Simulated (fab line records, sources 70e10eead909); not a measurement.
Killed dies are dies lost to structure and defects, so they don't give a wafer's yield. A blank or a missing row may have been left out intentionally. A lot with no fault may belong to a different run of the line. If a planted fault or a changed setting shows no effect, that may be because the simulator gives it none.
fab line records ; flow nand_harc
record lots=12; wafers=36; last_day=33
route steps=1302 shown A_STAIRCASE@653 END@1302
lots with no fault: from the same line, run without faults
start_h: start of the lot's first displayed wafer, in hours after the record's first day ; wait_h: hours elapsed since this lot's preceding step ; " identical to the entry in the row above ; L1.1+2: several wafers, shown together as one row ; - either no value or no given start ; * or withheld: withheld ; < > ~ a bound
route shown NAME@n: names a module that has steps shown in the file, with the first one's number in the route ; usual: mean/standard deviation taken from wafers without a fault ; same: alike in all rows ; chamber/n: place in a boat ; sites: per-site readings ; _std_site: the values' standard deviation ; _edge_site: outer sites' mean less inner sites' ; radius_mm: for every site, how far away it sits from the centre of the wafer ; mask NAME#n: copy n ; behind: the last tool/chamber to shape the wafer ; hold: the reason the lot was held/the length of the hold in hours/how it ended ; device: which transistor (n, p or np) failed to switch ; end of line: the same wafers' tests at the end of the route ; step lacking rows: just its recipe ; killed: count of dies lost to structure and defects at first sort (not the wafer's yield) ; map: per-die view of a wafer (x killed, . not killed, _ where there is no die)
set.NAME: the setting as run; set.NAME@STEP: as run at that earlier step ; model.NAME: the simulator's own value behind a step, which no gauge read
one table for each step of the route and one row for each wafer, over a sample of lots
services: a tool's chamber out of use, with start hour (start_h, from the record's first day; less than 0 if before it), hours out, and reason
## steps
# step NHARC_A_STAIRCASE_STRIP_171
# recipe power_w=1500; temp_c=250; chemistry=O2
# usual drypump_motor_current_A=5.7/0.35; heater_power_w=350/26
lot.wafer;tool;chamber;start_h;wait_h;drypump_motor_current_A;heater_power_w;rf_hours_counter_h
L800.2;plasma_asher-02;0;348.64;-;5.5;337;19
L800.1;plasma_asher-02;1;348.64;-;5.3;323;19
L800.5;plasma_asher-02;1;348.64;-;5.3;311;-
L801.2;plasma_asher-01;1;351.87;-;5.9;394;0
L801.4;plasma_asher-01;0;351.87;-;6.2;354;-
L801.5;plasma_asher-01;1;351.87;-;5.9;380;-
L802.3;plasma_asher-02;1;365.66;-;5.3;322;-
L802.4;plasma_asher-02;0;365.66;-;5.5;335;-
L802.5;plasma_asher-02;1;365.66;-;5.3;314;-
L803.2;plasma_asher-01;0;379.59;-;6.2;352;5
L803.3;plasma_asher-01;0;379.59;-;6.2;352;-
L803.5;plasma_asher-01;1;379.59;-;5.9;384;-
L804.2;plasma_asher-02;1;388.86;-;5.3;316;28
L804.1;plasma_asher-02;0;388.86;-;5.5;341;28
L804.5;plasma_asher-02;0;388.86;-;5.5;348;-
L815.1;plasma_asher-01;0;497.27;-;6.2;346;33
L815.3;plasma_asher-01;1;497.27;-;5.9;385;-
L815.6;plasma_asher-01;0;497.27;-;6.2;342;-
L816.4;plasma_asher-02;1;510.58;-;5.3;319;-
L816.3;plasma_asher-02;0;510.58;-;5.5;350;-
L816.5;plasma_asher-02;0;510.58;-;5.5;347;-
L818.1;plasma_asher-01;0;517.84;-;6.2;350;38
L818.3;plasma_asher-01;1;517.84;-;5.9;381;-
L818.6;plasma_asher-01;0;517.84;-;6.2;350;-
L820.2;plasma_asher-01;0;554.14;-;6.2;348;4
L820.1;plasma_asher-01;1;554.14;-;5.9;394;4
L820.5;plasma_asher-01;1;554.14;-;5.9;389;-
L821.2;plasma_asher-01;1;562.04;-;5.9;380;5
L821.3;plasma_asher-01;0;562.04;-;6.2;347;-
L821.5;plasma_asher-01;0;562.04;-;6.2;341;-
L822.3;plasma_asher-02;0;585.07;-;5.5;352;-
L822.6;plasma_asher-02;1;585.07;-;5.3;311;-
L822.5;plasma_asher-02;0;585.07;-;5.5;339;-
L823.3;plasma_asher-01;1;585.25;-;5.9;389;-
L823.4;plasma_asher-01;0;585.25;-;6.2;349;-
L823.6;plasma_asher-01;1;585.25;-;5.9;387;-
# step NHARC_A_STAIRCASE_ETCH_13
# recipe target_depth_a=1000; time_s=40.5; ion_energy_ev=400; c4f8_flow_sccm=20; o2_flow_sccm=10; ar_flow_sccm=withheld; rf_w=600; bias_w=1000; chemistry=C4F8/O2
# usual oes_product_au=0.942/0.014; rf_vpp_V=897/5.4
lot.wafer;tool;chamber;start_h;wait_h;oes_product_au;rf_hours_counter_h;rf_vpp_V
L800.2;rie_diel-04;0;-;-;0.931;61;886
L800.1;rie_diel-04;1;-;-;0.941;52;893
L800.5;rie_diel-04;3;-;-;0.944;-;897
L801.4;rie_diel-08;2;-;-;0.960;45;898
L801.2;rie_diel-08;0;-;-;0.939;48;898
L801.5;rie_diel-08;1;-;-;0.954;-;905
L802.4;rie_diel-04;2;-;-;0.949;0;888
L802.3;rie_diel-04;3;-;-;0.949;0;897
L802.5;rie_diel-04;2;-;-;0.949;-;888
L803.3;rie_diel-04;3;-;-;0.945;4;898
L803.2;rie_diel-04;1;-;-;0.960;4;894
L803.5;rie_diel-04;3;-;-;0.957;-;899
L804.1;rie_diel-07;1;-;-;0.937;31;895
L804.2;rie_diel-07;3;-;-;0.947;28;901
L804.5;rie_diel-07;1;-;-;0.936;-;895
L815.1;rie_diel-07;2;-;-;0.962;2;901
L815.3;rie_diel-07;3;-;-;0.965;2;898
L815.6;rie_diel-07;1;-;-;0.939;-;893
L816.3;rie_diel-07;0;-;-;0.948;10;891
L816.4;rie_diel-07;2;-;-;0.958;7;900
L816.5;rie_diel-07;0;-;-;0.945;-;891
L818.3;rie_diel-08;3;-;-;0.952;52;905
L818.1;rie_diel-08;0;-;-;0.957;47;896
L818.6;rie_diel-08;0;-;-;0.964;-;896
L820.2;rie_diel-04;0;-;-;0.937;3;906
L820.1;rie_diel-04;1;-;-;0.954;3;895
L820.5;rie_diel-04;0;-;-;0.925;-;904
L821.3;rie_diel-08;3;-;-;0.968;1;903
L821.2;rie_diel-08;1;-;-;0.945;1;905
L821.5;rie_diel-08;3;-;-;0.971;-;904
L822.3;rie_diel-07;1;-;-;0.913;34;894
L822.5;rie_diel-07;2;-;-;0.926;-;900
L822.6;rie_diel-07;3;-;-;0.937;-;898
L823.3;rie_diel-07;0;-;-;0.934;34;889
L823.4;rie_diel-07;3;-;-;0.931;34;898
L823.6;rie_diel-07;1;-;-;0.926;-;893
# step NHARC_A_STAIRCASE_TRIM_18
# recipe time_s=211.2; o2_flow_sccm=500; ar_flow_sccm=0; bias_w=0; chemistry=O2
# usual drypump_motor_current_A=5.9/0.4; oes_product_au=0.999/0.011; rf_vpp_V=57.8/0.9; run_length_s=232.6/0.5; showerhead_plenum_p_Torr=3.56/0.14; throttle_valve_pct=17.036/0.0092
lot.wafer;tool;chamber;start_h;wait_h;drypump_motor_current_A;oes_product_au;rf_hours_counter_h;rf_vpp_V;run_length_s;showerhead_plenum_p_Torr;throttle_valve_pct
L800.1;rie_diel-04;2;350.87;-;5.6;1.005;47;57.6;231.6;3.32;17.030
L800.2;rie_diel-04;0;350.87;-;6.2;1.008;61;57.9;232.6;3.29;17.032
L800.5;rie_diel-04;3;350.87;-;6.2;1.007;-;57.4;232.6;3.56;17.044
L801.4;rie_diel-08;0;354.31;-;6.2;1.007;48;56.5;232.8;3.58;17.031
L801.2;rie_diel-08;3;354.31;-;5.8;0.996;34;59.0;232.5;3.79;17.037
L801.5;rie_diel-08;1;354.31;-;5.9;1.005;-;57.1;232.5;3.78;17.051
L802.4;rie_diel-04;2;367.90;-;5.6;0.989;0;57.5;231.4;3.32;17.039
L802.3;rie_diel-04;0;367.90;-;6.2;0.992;1;57.4;232.5;3.81;17.035
L802.5;rie_diel-04;2;367.90;-;5.6;0.987;-;57.2;231.6;3.32;17.039
L803.2;rie_diel-04;1;381.89;-;6.0;1.021;4;58.3;232.3;3.49;17.027
L803.3;rie_diel-04;3;381.89;-;6.2;0.991;4;58.7;232.8;3.56;17.038
L803.5;rie_diel-04;1;381.89;-;5.9;1.007;-;56.6;231.8;3.49;17.034
L804.1;rie_diel-07;1;393.99;-;5.9;0.983;33;56.7;233.6;3.48;17.032
L804.2;rie_diel-07;3;393.99;-;4.9;0.998;32;59.1;232.9;3.64;17.042
L804.5;rie_diel-07;0;393.99;-;6.3;0.984;-;58.3;233.5;3.38;17.043
L815.1;rie_diel-07;2;499.56;-;6.2;0.999;3;57.8;232.4;3.65;17.043
L815.3;rie_diel-07;0;499.56;-;6.3;0.992;3;57.8;89.8;3.37;17.036
L815.6;rie_diel-07;2;499.56;-;6.2;0.991;-;57.3;232.6;3.65;17.042
L816.3;rie_diel-07;3;512.80;-;4.9;0.986;7;56.2;232.6;3.62;17.025
L816.4;rie_diel-07;0;512.80;-;6.4;0.984;10;55.7;90.2;3.36;17.037
L816.5;rie_diel-07;0;512.80;-;6.3;0.987;-;57.6;89.9;3.36;17.037
L818.1;rie_diel-08;0;520.22;-;6.2;1.020;47;57.7;232.5;3.55;17.045
L818.3;rie_diel-08;1;520.22;-;5.9;1.012;49;57.6;232.4;3.75;17.031
L818.6;rie_diel-08;0;520.22;-;6.2;1.012;-;57.3;232.6;3.55;17.038
L820.1;rie_diel-04;1;556.59;-;5.9;1.024;4;57.6;232.4;3.46;17.053
L820.2;rie_diel-04;3;556.59;-;6.1;0.987;4;58.1;232.2;3.53;17.040
L820.5;rie_diel-04;0;556.59;-;6.2;0.991;-;58.9;232.9;3.77;17.042
L821.3;rie_diel-08;1;564.23;-;5.9;0.988;2;59.4;232.4;3.74;17.043
L821.2;rie_diel-08;2;564.23;-;5.6;0.988;2;57.5;231.9;3.52;17.046
L821.5;rie_diel-08;0;564.23;-;6.2;0.989;-;59.3;233.2;3.55;17.031
L822.3;rie_diel-07;3;589.02;-;4.9;0.998;34;56.3;232.5;3.61;17.039
L822.5;rie_diel-07;0;589.02;-;6.4;0.992;-;58.8;233.3;3.35;17.042
L822.6;rie_diel-07;1;589.02;-;5.9;0.986;-;58.4;233.2;3.45;17.028
L823.3;rie_diel-07;2;589.06;-;6.2;1.001;34;57.5;232.6;3.63;17.028
L823.4;rie_diel-07;1;589.06;-;5.9;1.000;35;58.9;233.1;3.45;17.037
L823.6;rie_diel-07;2;589.06;-;6.2;1.001;-;58.2;232.4;3.63;17.032
# step NHARC_A_STAIRCASE_ETCH_19
# recipe target_depth_a=1000; time_s=40.5; ion_energy_ev=400; c4f8_flow_sccm=20; o2_flow_sccm=10; ar_flow_sccm=withheld; rf_w=600; bias_w=1000; chemistry=C4F8/O2
# usual oes_product_au=0.940/0.01; rf_vpp_V=897/5.3
lot.wafer;tool;chamber;start_h;wait_h;oes_product_au;rf_hours_counter_h;rf_vpp_V
L800.2;rie_diel-04;1;-;-;0.964;53;895
L800.1;rie_diel-04;3;-;-;0.958;58;897
L800.5;rie_diel-04;1;-;-;0.957;-;895
L801.4;rie_diel-08;1;-;-;0.935;48;906
L801.2;rie_diel-08;2;-;-;0.957;45;896
L801.5;rie_diel-08;0;-;-;0.945;-;897
L802.4;rie_diel-04;2;-;-;0.934;1;888
L802.3;rie_diel-04;1;-;-;0.937;1;894
L802.5;rie_diel-04;3;-;-;0.920;-;896
L803.2;rie_diel-04;1;-;-;0.952;4;894
L803.3;rie_diel-04;3;-;-;0.936;4;896
L803.5;rie_diel-04;2;-;-;0.932;-;889
L804.2;rie_diel-07;3;-;-;0.948;32;899
L804.1;rie_diel-07;0;-;-;0.940;33;889
L804.5;rie_diel-07;1;-;-;0.942;-;894
L815.1;rie_diel-07;2;-;-;0.950;3;902
L815.3;rie_diel-07;0;-;-;0.950;3;890
L815.6;rie_diel-07;1;-;-;0.944;-;894
L816.4;rie_diel-07;2;-;-;0.931;7;900
L816.3;rie_diel-07;3;-;-;0.926;7;897
L816.5;rie_diel-07;2;-;-;0.946;-;900
L818.1;rie_diel-08;3;-;-;0.938;53;904
L818.3;rie_diel-08;2;-;-;0.951;49;897
L818.6;rie_diel-08;0;-;-;0.937;-;897
L820.1;rie_diel-04;3;-;-;0.944;4;895
L820.2;rie_diel-04;1;-;-;0.944;4;893
L820.5;rie_diel-04;1;-;-;0.946;-;893
L821.3;rie_diel-08;1;-;-;0.930;2;903
L821.2;rie_diel-08;2;-;-;0.941;2;895
L821.5;rie_diel-08;1;-;-;0.923;-;904
L822.3;rie_diel-07;1;-;-;0.932;35;893
L822.5;rie_diel-07;3;-;-;0.940;-;898
L822.6;rie_diel-07;0;-;-;0.932;-;888
L823.4;rie_diel-07;3;-;-;0.923;35;900
L823.3;rie_diel-07;0;-;-;0.929;35;889
L823.6;rie_diel-07;3;-;-;0.924;-;898
# step NHARC_END_SORT_01
# recipe temp_c=25
# usual killed_at_array=57/19; killed_at_other=0.9/1.1; killed_at_periphery=4.0/2.6; killed_dies=62/19; killed_open=3.3/1.8; killed_short=2.4/1.7
# same gross_dies=677
lot.wafer;tool;chamber;start_h;wait_h;killed_at_array;killed_at_other;killed_at_periphery;killed_dies;killed_open;killed_short
L815.1;prober-02;0;710.92;2.5;83;1;2;86;2;4
L815.3;prober-02;0;712.50;3.1;675;1;1;677;2;1
L815.6;prober-02;0;714.86;3.9;76;0;4;80;7;2
L816.3;prober-01;0;723.80;3.1;51;1;5;57;2;2
L816.4;prober-01;0;724.59;3.4;669;2;6;677;5;3
L816.5;prober-01;0;725.39;3.7;668;4;5;677;5;2
# killed by level:class
L815.1 A_CHANNEL_HOLE_D1:chamber_film_flake=29 A_SLIT:chamber_film_flake=27 A_CHANNEL_HOLE_D2:chamber_film_flake=14 A_M1:chamber_film_flake=4 A_CONTACT:chamber_film_flake=3 P_CONTACT:geometric_particle:short=1 P_CONTACT:geometric_particle:open=1 A_CHANNEL_FILL_D1:geometric_particle:open=1
L815.3 A_STAIRCASE:area_trim=596 A_SLIT:chamber_film_flake=36 A_CHANNEL_HOLE_D1:chamber_film_flake=25 A_CHANNEL_HOLE_D2:chamber_film_flake=8 A_STAIRCASE:chamber_film_flake=3 A_CONTACT:chamber_film_flake=2 A_M1:chamber_film_flake=2 P_M0:geometric_particle:open=1
L815.6 A_CHANNEL_HOLE_D1:chamber_film_flake=31 A_SLIT:chamber_film_flake=20 A_CHANNEL_HOLE_D2:chamber_film_flake=12 A_ONON_D2:geometric_particle:open=3 A_STAIRCASE:chamber_film_flake=2 A_CONTACT:chamber_film_flake=2 P_GATE:geometric_particle:short=1 P_CONTACT:geometric_particle:open=1
L816.3 A_CHANNEL_HOLE_D1:chamber_film_flake=38 P_CONTACT:chamber_film_flake=4 A_SLIT:chamber_film_flake=4 A_DECK1_JOINT:chamber_film_flake=2 A_WL_FILL:chamber_film_flake=2 P_M1:geometric_particle:open=1 A_SOURCE_PLATE:geometric_particle:open=1 A_CHANNEL_FILL_D2:geometric_particle:short=1
L816.4 A_STAIRCASE:area_trim=625 A_CHANNEL_HOLE_D1:chamber_film_flake=24 P_M2:chamber_film_flake=5 A_CONTACT:chamber_film_flake=5 A_CHANNEL_FILL_D2:geometric_particle:open=2 A_WL_FILL:geometric_particle:open=2 A_CHANNEL_FILL_D1:chamber_film_flake=2 A_STAIRCASE:chamber_film_flake=2
L816.5 A_STAIRCASE:area_trim=621 A_CHANNEL_HOLE_D1:chamber_film_flake=29 A_SLIT:chamber_film_flake=6 THIN_TSV:chamber_film_flake=4 A_CONTACT:chamber_film_flake=3 P_CONTACT:chamber_film_flake=2 P_GATE:geometric_particle:open=1 A_SOURCE_PLATE:geometric_particle:open=1
## services
tool;chamber;start_h;hours;kind
rie_diel-07;-;324.89;12.4;repair
rie_diel-04;2;338.78;6.7;repair
plasma_asher-01;-;342.24;9.0;pm
rie_diel-07;0;354.34;-;clean
rie_diel-07;1;354.34;-;clean
rie_diel-07;2;354.34;-;clean
rie_diel-07;3;354.34;-;clean
rie_diel-04;-;357.44;9.0;pm
rie_diel-08;-;368.00;9.0;pm
rie_diel-07;0;378.84;-;clean
rie_diel-07;1;378.84;-;clean
rie_diel-07;2;378.84;-;clean
rie_diel-07;3;378.84;-;clean
plasma_asher-01;-;392.90;1.3;repair
rie_diel-08;2;400.04;4.7;repair
rie_diel-07;0;403.34;-;clean
rie_diel-08;-;404.81;0.3;repair
plasma_asher-02;-;425.55;11.1;repair
rie_diel-07;-;473.84;9.0;pm
rie_diel-08;3;509.73;6.1;repair
plasma_asher-01;-;519.24;9.0;pm
rie_diel-04;-;534.44;9.0;pm
rie_diel-08;-;545.00;9.0;pm
rie_diel-04;1;581.89;3.3;repair
## key
first_sign step=NHARC_A_STAIRCASE_TRIM_18; reading=run_length_s; direction=down; sigmas=99+; usual=*; struck=*
effect step=NHARC_END_SORT_01; reading=killed_dies; direction=up; sigmas=33; usual=62; struck=677
more_kills_born_at NHARC_A_STAIRCASE_TRIM_18@rie_diel-07=1842
met_at NHARC_A_STAIRCASE_TRIM_18
struck_lots L815,L816
struck_wafers L815.3,L816.4,L816.5
later_rows_left_out L815.3,L816.4,L816.5
tester_left_out L815,L816
not_acting_at NHARC_A_STAIRCASE_STRIP_171,NHARC_A_STAIRCASE_ETCH_13,NHARC_A_STAIRCASE_ETCH_19
onset_between 393.99 499.56
fault kind=process_parameter_drift; tool=rie_diel-07; chamber=0; onset_h=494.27; steps=NHARC_A_STAIRCASE_TRIM_18; channel=time_s; offset=*; shape=step; end_h=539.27; acts_in=*; stated=*
# tester_left_out: of these lots the tester's yield and bins aren't shown, on N5 and GAA mostly nor the transistor test; their killed dies are dies lost to structure and defects alone, not to doping, threshold or leakage, so they don't give the yield
# later_rows_left_out: the simulator's readings of these wafers behind a module that went badly wrong aren't trusted and aren't shown, but for the sort
